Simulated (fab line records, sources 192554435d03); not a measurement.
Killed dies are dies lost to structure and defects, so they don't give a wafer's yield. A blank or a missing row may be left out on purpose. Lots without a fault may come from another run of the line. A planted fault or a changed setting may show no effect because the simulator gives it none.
Chamber matching | flow n5_finfet | N5_BEOL_M3_PRE_CLEAN_60 on cvd_co-01: 3 sister chambers
The step time 15 s. 3 wafers are shown with their chamber, then 12 later ones without.

WAFERS WITH THEIR CHAMBER
wafer  | chamber | heater_power_w (W)
L090.2 | 2       | 85
L090.4 | 0       | 65
L090.6 | 1       | 111

WAFERS WITHOUT THEIR CHAMBER
wafer  | heater_power_w (W)
L091.1 | 111
L091.2 | 87
L091.6 | 109
L094.2 | 110
L094.3 | 67
L094.5 | 110
L095.1 | 64
L095.3 | 86
L095.6 | 65
L097.1 | 112
L097.3 | 86
L097.6 | 110

WHICH CHAMBER EACH WENT THROUGH
wafer  | from the rows above | in truth
L091.1 | 1                   | 1
L091.2 | 2                   | 2
L091.6 | 1                   | 1
L094.2 | 1                   | 1
L094.3 | 0                   | 0
L094.5 | 1                   | 1
L095.1 | 0                   | 0
L095.3 | 2                   | 2
L095.6 | 0                   | 0
L097.1 | 1                   | 1
L097.3 | 2                   | 2
L097.6 | 1                   | 1
Placed correctly: 12 of 12. Can't be placed from these rows: 0. Placed wrongly: 0.
How it was worked out, from the rows above alone: a wafer's distance from a chamber is the root of the sum, over the readings, of the square of ((its reading less the chamber's mean) divided by the reading's scatter). The wafer belongs to the nearest chamber; if the next one is less than 2 further off, it can't be placed. A chamber's mean is the mean of its shown wafers. The scatter: with one shown wafer a chamber, the root of the mean of the squares of how far each hidden wafer lies from its nearest shown one.
